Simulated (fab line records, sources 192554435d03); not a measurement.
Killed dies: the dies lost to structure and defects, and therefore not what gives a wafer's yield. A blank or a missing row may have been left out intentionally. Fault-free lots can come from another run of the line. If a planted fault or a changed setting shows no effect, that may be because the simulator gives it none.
A sampling plan put to the test	flow n5_finfet	one line in one fab, 38 faults in these records, each fault weighed on the records of the lots it struck
The plan is the line's own looks: the steps of the route at which a gauge or an inspection reads the wafer and doesn't change it. A look is open to judgement when struck wafers have a number at it and the file gives its usual mean and standard deviation on fault-free wafers. Caught: the struck wafers' mean, at a look after the fault's first step, is 4 or more of those standard deviations (sigma) away from the usual mean. On the tool: the same test on the tool's own readings at the fault's steps. A different recipe on the struck wafers counts as caught too, as does a record blank only for those wafers.

## THE FAULTS, as the simulator had put them in
1. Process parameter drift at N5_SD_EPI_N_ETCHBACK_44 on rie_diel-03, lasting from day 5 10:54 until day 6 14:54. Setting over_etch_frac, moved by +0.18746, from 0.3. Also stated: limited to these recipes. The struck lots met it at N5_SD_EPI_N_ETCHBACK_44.
2. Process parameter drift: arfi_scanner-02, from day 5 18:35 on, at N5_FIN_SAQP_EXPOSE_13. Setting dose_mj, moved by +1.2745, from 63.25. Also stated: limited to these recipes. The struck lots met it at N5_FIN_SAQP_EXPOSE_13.
3. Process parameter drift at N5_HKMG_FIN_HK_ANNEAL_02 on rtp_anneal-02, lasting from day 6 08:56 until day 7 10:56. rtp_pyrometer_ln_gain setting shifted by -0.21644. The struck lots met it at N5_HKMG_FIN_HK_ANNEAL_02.
4. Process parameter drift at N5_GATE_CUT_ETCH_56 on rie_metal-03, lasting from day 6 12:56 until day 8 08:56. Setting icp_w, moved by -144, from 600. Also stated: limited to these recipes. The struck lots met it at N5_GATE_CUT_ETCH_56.
5. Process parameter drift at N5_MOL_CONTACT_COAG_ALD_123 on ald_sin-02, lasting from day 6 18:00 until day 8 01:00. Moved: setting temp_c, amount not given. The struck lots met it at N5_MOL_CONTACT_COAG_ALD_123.
6. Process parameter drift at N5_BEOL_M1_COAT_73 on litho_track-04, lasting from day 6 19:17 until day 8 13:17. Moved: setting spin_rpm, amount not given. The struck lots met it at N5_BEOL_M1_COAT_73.
7. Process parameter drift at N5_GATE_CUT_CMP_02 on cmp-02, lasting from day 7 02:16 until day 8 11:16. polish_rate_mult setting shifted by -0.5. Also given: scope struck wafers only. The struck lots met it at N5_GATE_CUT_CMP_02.
8. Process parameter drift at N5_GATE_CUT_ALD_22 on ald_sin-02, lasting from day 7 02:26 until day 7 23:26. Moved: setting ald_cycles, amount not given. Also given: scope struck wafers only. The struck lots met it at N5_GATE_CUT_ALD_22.
9. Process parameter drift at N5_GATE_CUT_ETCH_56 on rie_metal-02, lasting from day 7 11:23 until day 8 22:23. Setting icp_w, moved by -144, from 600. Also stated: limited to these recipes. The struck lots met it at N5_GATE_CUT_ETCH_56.
10. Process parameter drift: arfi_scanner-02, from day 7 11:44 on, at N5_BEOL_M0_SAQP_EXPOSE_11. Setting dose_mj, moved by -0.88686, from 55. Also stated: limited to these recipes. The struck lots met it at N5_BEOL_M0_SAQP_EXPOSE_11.
11. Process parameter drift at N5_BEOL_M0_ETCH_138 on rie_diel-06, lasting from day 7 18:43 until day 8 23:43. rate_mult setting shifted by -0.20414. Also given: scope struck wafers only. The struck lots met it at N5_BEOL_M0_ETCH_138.
12. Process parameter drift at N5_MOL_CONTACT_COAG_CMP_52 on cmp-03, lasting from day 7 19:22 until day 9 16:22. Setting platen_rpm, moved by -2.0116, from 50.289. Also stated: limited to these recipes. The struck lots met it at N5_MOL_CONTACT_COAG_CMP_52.
13. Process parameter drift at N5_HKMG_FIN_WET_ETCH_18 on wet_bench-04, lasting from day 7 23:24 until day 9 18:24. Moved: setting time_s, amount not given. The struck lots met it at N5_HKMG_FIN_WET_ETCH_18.
14. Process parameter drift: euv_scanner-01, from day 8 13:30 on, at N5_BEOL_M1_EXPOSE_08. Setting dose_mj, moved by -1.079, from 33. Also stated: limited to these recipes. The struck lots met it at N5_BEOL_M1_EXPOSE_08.
15. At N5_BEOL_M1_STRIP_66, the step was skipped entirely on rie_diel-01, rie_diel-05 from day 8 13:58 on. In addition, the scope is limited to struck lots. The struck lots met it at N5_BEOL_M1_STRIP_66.
16. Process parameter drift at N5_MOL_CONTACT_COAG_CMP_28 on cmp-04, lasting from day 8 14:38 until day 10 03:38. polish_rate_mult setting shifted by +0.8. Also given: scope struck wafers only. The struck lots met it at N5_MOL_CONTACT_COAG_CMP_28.
17. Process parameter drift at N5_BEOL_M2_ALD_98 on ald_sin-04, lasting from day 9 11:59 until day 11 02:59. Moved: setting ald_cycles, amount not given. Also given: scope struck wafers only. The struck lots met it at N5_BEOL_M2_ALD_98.
18. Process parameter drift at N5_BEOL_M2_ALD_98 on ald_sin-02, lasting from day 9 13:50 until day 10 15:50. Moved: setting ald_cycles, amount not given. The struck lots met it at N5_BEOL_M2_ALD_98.
19. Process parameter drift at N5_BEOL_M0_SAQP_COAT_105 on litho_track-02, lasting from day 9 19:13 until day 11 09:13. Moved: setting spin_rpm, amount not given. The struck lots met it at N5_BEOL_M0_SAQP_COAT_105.
20. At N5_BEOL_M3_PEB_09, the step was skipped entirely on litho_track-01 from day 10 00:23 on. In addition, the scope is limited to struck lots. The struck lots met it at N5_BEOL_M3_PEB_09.
21. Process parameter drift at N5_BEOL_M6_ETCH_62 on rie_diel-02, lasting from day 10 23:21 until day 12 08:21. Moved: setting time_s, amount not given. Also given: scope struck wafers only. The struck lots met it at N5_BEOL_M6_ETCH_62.
22. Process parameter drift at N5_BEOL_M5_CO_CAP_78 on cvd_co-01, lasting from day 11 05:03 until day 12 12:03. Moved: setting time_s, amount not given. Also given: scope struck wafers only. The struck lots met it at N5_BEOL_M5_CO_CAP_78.
23. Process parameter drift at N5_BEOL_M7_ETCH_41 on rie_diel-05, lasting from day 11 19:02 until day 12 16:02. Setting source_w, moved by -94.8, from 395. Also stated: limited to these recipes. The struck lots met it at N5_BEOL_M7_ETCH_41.
24. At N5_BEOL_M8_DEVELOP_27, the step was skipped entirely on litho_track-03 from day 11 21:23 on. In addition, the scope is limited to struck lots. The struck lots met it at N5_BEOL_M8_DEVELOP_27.
25. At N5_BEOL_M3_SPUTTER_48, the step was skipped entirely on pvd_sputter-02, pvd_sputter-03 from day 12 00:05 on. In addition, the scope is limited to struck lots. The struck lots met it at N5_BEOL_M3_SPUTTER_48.
26. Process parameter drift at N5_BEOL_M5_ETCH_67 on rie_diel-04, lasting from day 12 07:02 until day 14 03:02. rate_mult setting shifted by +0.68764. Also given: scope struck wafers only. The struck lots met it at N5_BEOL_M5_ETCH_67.
27. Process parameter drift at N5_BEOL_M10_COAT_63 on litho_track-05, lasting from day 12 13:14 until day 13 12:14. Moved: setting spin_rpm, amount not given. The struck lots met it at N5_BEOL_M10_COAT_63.
28. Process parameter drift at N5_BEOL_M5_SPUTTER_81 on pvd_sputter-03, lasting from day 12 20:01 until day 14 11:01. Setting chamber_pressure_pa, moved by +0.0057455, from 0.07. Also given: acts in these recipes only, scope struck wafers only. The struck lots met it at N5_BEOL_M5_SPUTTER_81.
29. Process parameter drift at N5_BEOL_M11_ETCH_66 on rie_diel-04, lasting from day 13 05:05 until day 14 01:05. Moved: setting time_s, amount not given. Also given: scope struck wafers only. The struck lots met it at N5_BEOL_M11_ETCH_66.
30. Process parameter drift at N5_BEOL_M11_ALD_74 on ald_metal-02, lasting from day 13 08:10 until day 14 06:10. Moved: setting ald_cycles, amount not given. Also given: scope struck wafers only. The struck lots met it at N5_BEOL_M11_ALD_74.
31. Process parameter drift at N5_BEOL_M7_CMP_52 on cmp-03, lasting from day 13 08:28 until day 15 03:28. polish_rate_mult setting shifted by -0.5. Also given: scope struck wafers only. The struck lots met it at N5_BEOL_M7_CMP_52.
32. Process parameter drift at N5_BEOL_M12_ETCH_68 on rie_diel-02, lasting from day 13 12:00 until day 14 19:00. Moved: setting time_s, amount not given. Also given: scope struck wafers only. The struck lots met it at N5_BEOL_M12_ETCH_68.
33. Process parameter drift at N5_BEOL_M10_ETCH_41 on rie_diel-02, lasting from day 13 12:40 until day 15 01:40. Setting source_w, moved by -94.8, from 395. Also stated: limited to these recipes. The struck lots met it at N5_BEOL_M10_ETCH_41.
34. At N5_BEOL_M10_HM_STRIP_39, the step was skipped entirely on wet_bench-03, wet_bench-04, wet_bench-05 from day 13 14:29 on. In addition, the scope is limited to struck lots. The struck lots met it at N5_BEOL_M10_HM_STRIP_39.
35. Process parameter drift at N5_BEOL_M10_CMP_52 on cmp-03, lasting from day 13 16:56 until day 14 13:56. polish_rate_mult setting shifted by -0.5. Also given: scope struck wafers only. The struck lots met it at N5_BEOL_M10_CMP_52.
36. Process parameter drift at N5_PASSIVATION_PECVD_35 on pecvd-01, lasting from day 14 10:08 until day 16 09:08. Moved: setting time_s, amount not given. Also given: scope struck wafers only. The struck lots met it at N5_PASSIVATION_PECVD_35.
37. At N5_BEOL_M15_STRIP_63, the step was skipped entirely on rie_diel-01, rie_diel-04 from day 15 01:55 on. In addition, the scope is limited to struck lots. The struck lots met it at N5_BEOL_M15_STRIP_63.
38. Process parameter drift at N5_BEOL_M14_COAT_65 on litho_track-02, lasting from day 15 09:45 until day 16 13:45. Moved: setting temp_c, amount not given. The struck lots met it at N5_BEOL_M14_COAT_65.

## WHAT THE PLAN SAW
fault	on the tool itself	first look that catches it	reading, sigma	median hours from its first step to that look	hours from the fault's start to the first struck lot there	judged looks passed uncaught
1	under 2 sigma	not the one look that can be judged after it	-	-	-	1
2	exposure_dose_mJ_cm2 +17 sigma	not the one look that can be judged after it	-	-	-	1
3	lamp_zone_7_pct +41 sigma	none of the 2 looks that can be judged after it	-	-	-	2
4	rf_fwd_power_W -76 sigma	not the one look that can be judged after it	-	-	-	1
5	susceptor_temp_C +99 or beyond sigma	not the one look that can be judged after it	-	-	-	1
6	spin_speed_rpm -77 sigma	not the one look that can be judged after it	-	-	-	1
7	time_to_endpoint_s +10 sigma	not the one look that can be judged after it	-	-	-	1
8	under 2 sigma	none of the 3 looks that can be judged after it	-	-	-	3
9	rf_fwd_power_W -75 sigma	not the one look that can be judged after it	-	-	-	1
10	exposure_dose_mJ_cm2 -12 sigma	not the one look that can be judged after it	-	-	-	1
11	etch_rf_on_time_s +9.5 sigma	not the one look that can be judged after it	-	-	-	1
12	platen_rpm -59 sigma	not the one look that can be judged after it	-	-	-	1
13	no reading that can be judged	N5_BEOL_M4_RC_MEAS_101	VT_N_LONG +31	95.7	97	0
14	exposure_dose_mJ_cm2 -21 sigma	not the one look that can be judged after it	-	-	-	1
15	the tool's record is blank for the struck wafers	none of the 2 looks that can be judged after it	-	-	-	2
16	under 2 sigma	N5_MOL_CONTACT_COAG_THK_MEAS_29	MD_CAP_THK -4.7	0.3	21	0
17	under 2 sigma	not the one look that can be judged after it	-	-	-	1
18	under 2 sigma	not the one look that can be judged after it	-	-	-	1
19	spin_speed_rpm -96 sigma	not the one look that can be judged after it	-	-	-	1
20	the tool's record is blank for the struck wafers	no look after it can be judged	-	-	-	0
21	only faintly: oes_product_au +3.4 sigma	not the one look that can be judged after it	-	-	-	1
22	run_length_s +72 sigma	not the one look that can be judged after it	-	-	-	1
23	rf_fwd_power_W -66 sigma	no look after it can be judged	-	-	-	0
24	the tool's record is blank for the struck wafers	no look after it can be judged	-	-	-	0
25	the tool's record is blank for the struck wafers	not the one look that can be judged after it	-	-	-	1
26	etch_rf_on_time_s -18 sigma	no look after it can be judged	-	-	-	0
27	spin_speed_rpm +63 sigma	no look after it can be judged	-	-	-	0
28	chamber_pressure_pa +40 sigma	no look after it can be judged	-	-	-	0
29	run_length_s -27 sigma	no look after it can be judged	-	-	-	0
30	under 2 sigma	no look after it can be judged	-	-	-	0
31	overpolish_run_s -99 or beyond sigma	N5_BEOL_M7_THK_MEAS_53	M7_THK +51	0.2	13	0
32	run_length_s +26 sigma	no look after it can be judged	-	-	-	0
33	rf_fwd_power_W -68 sigma	no look after it can be judged	-	-	-	0
34	the tool's record is blank for the struck wafers	no look after it can be judged	-	-	-	0
35	overpolish_run_s -99 or beyond sigma	N5_BEOL_M10_THK_MEAS_53	M10_THK +36	0.3	3	0
36	run_length_s -25 sigma	no look after it can be judged	-	-	-	0
37	the tool's record is blank for the struck wafers	not the one look that can be judged after it	-	-	-	1
38	heater_power_total_W +99 or beyond sigma	no look after it can be judged	-	-	-	0
Dash: fault not caught, or number not given in these records.

Caught at a look: 4 of 38. Caught on the tool: 30 of 38. By one or the other: 32 of 38.
Faults 2, 3, 4, 5, 6, 7, 9, 10, 11, 12, 14, 15, 19, 20, 22, 23, 24, 25, 26, 27, 28, 29, 32, 33, 34, 36, 37, 38 were caught on the tool alone.
Caught at a look alone: faults 13, 16.
Caught by neither: faults 1, 8, 17, 18, 21, 30.

## THINNER SAMPLING
If the look that catches a fault measured only every second or every third lot, by lot number, the first struck lot would be measured this late in the worst case:
fault	struck lots at that look, in order of time	every lot	every second lot	every third lot
13	L648, L651	97 h	117 h	may miss all 2
16	L435	21 h	may miss it	may miss it
31	L833, L836	13 h	30 h	may miss all 2
35	L317, L321	3 h	may miss all 2	may miss all 2
Hours: fault start to first struck lot measured. 4 sigma limit: tested on the pooled struck wafers, so a lone lot may be under it. Other struck lots may not be in these records.

## THE LONGEST TIMED WAY FROM STEP TO LOOK
Fault 13: median gap of 95.7 hours between N5_HKMG_FIN_WET_ETCH_18 and N5_BEOL_M4_RC_MEAS_101. No look between them can be judged.
